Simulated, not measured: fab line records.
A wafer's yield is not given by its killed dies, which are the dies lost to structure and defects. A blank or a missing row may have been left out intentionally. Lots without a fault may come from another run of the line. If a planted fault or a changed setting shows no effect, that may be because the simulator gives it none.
Split-lot trial -- flow n5_finfet -- 7 lots, 21 wafers read, on a route of 1938 steps

## SPLIT DETAILS
At N5_BEOL_M6_ILD_DEP_00 (deposits SiCOH lowk from DEMS/porogen, target thk 179.75 nm, time 33.4 s), the setting time_s was moved away from the recipe's 33.4 s on 6 of the 21 wafers read, by -7.7% to +10.7%. For the rest of the wafers, this setting stayed at what the recipe calls for.

## FROM SPLIT TO READING: 1 step shown by the file between the two
- N5_BEOL_M6_CURE_74: cures SiCOH lowk, time 240 s

## THE READING
M6_ILD_THK, in nm, at N5_BEOL_M6_THK_MEAS_01. Fault-free wafers of this fab line usually give 154.8 nm, standard deviation 2.3 nm.

wafer,"tool, chamber at the split","time_s as run, s",against the recipe,"M6_ILD_THK, nm",against lot-mates on the recipe
L082.1,"pecvd-02, 1",36.98,+10.7%,171.3,+14.1
L082.2,"pecvd-02, 0",36.98,+10.7%,171.1,+13.9
L082.4,"pecvd-02, 0",33.4,recipe,157.2,-
L077.2,"pecvd-04, 1",33.4,recipe,152.8,-
L077.4,"pecvd-04, 2",33.4,recipe,158.4,-
L077.5,"pecvd-04, 1",33.4,recipe,157.4,-
L083.2,"pecvd-01, 2",30.84,-7.7%,139.4,-14.1
L083.4,"pecvd-01, 0",33.4,recipe,153.2,-
L083.5,"pecvd-01, 2",33.4,recipe,153.8,-
L086.1,"pecvd-02, 2",33.4,recipe,153.1,-
L086.3,"pecvd-02, 1",33.4,recipe,154.7,-
L086.5,"pecvd-02, 1",31.57,-5.5%,148.9,-5.0
L087.1,"pecvd-02, 2",33.4,recipe,151.4,-
L087.2,"pecvd-02, 0",33.4,recipe,151.9,-
L087.4,"pecvd-02, 0",31.89,-4.5%,149.2,-2.5
L090.2,"pecvd-04, 2",35.75,+7.0%,167.2,+10.8
L090.3,"pecvd-04, 1",33.4,recipe,155.4,-
L090.5,"pecvd-04, 2",33.4,recipe,157.4,-
L092.1,"pecvd-04, 0",33.4,recipe,153.8,-
L092.2,"pecvd-04, 2",33.4,recipe,155.5,-
L092.4,"pecvd-04, 2",33.4,recipe,158.7,-

FIT RESULTS
A straight line over all 21 wafers: M6_ILD_THK changes by +1.58 nm for each +1% of time_s; r = +0.95; the points scatter about the line by 2.3 nm.
The same after taking each lot's own level away (the mean of its wafers on the recipe; 21 wafers): +1.34 nm for each +1%; r = +0.95; scatter 1.9 nm.
Per that fit: largest time_s move, reading shift of 14 nm.
Measured against the standard deviation above, the lots' own levels, which go from 151.65 to 157.20 nm, span 2.4 times it.
So the lot-to-lot level changes the slope: the two fits differ.
Check: with one of the wafers moved furthest among these (+10.7%) left out of the fit, the line predicts +14.7 nm for it against its lot-mates. It came out at +14.1 nm against them.

## FURTHER SPLITS ON THESE WAFERS
Before the reading, these wafers also passed through other splits. Each is held against what the fit with the lots' levels taken away leaves over:
other split on the same wafers,wafers away from the commonest value,r with M6_ILD_THK (lot level and that fit taken away)
N5_BEOL_M4_COAT_73 spin_rpm,6,+0.03
N5_BEOL_M4_DESCUM_33 time_s,8,-0.03
N5_BEOL_M4_ETCH_70 bias_w,12,+0.00
N5_BEOL_M5_ETCH_72 bias_w,8,+0.16

## THE WHOLE CHAIN: every reading that the file lists as answering this split, in the file's order
step,what it does,reading,change (the file's fit),r (the file's)
N5_BEOL_M6_ILD_DEP_00,"deposits SiCOH lowk from DEMS/porogen, target thk 179.75 nm, time 33.4 s","SiCOH_lowk_of_BEOL_M6_ILD_DEP_00.thk_nm (the simulator's own value, which no gauge read)",+1.55 nm for each +1% of the setting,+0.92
N5_BEOL_M6_CURE_74,"cures SiCOH lowk, time 240 s","SiCOH_lowk_of_BEOL_M6_ILD_DEP_00.thk_nm (the simulator's own value, which no gauge read)",+1.36 nm for each +1% of the setting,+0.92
N5_BEOL_M6_THK_MEAS_01,,M6_ILD_THK,+1.36 for each +1% of the setting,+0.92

## FILE'S OWN FIT
M6_ILD_THK changes by +1.36 nm for each +1% of time_s, r = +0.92.
